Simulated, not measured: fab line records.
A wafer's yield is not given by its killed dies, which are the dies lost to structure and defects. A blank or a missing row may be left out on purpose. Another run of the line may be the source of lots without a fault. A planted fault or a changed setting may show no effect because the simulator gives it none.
Matching of chambers ; flow n5 finfet ; 3 sister chambers for N5_ILD0_CMP_12 on cmp-02
The step polishes SiNx, stops on poly-Si, t overpolish 6 s, target thk 17.67 nm. 3 wafers are shown with their chamber, then 4 later ones without.

== WAFERS, EACH WITH ITS CHAMBER ==
wafer;chamber;motor current A (A)
L557.6;0;8.6
L564.1;1;10.1
L564.5;2;8.9

== WAFERS MISSING THEIR CHAMBER ==
wafer;motor current A (A)
L564.6;10.7
L568.2;10.0
L568.5;8.8
L569.1;8.6

== WHICH CHAMBER EACH WENT THROUGH ==
wafer;from the rows above;in truth
L564.6;1;1
L568.2;1;1
L568.5;can't be placed: 2 or 0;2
L569.1;can't be placed: 0 or 2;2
2 of 4 placed correctly. These rows do not allow placing 2 (true chamber among the candidates in 2). Number placed wrongly: 0.
How it was worked out, from the rows above alone: a wafer's distance from a chamber is the root of the sum, over the readings, of the square of ((its reading less the chamber's mean) divided by the reading's scatter). If the next closest chamber is less than 2 further off than the closest, the wafer can't be placed; otherwise it belongs to the closest. Each chamber's mean is taken over the wafers shown for it. The scatter: root of mean squared gap, hidden wafer to nearest shown wafer, with one shown wafer a chamber.
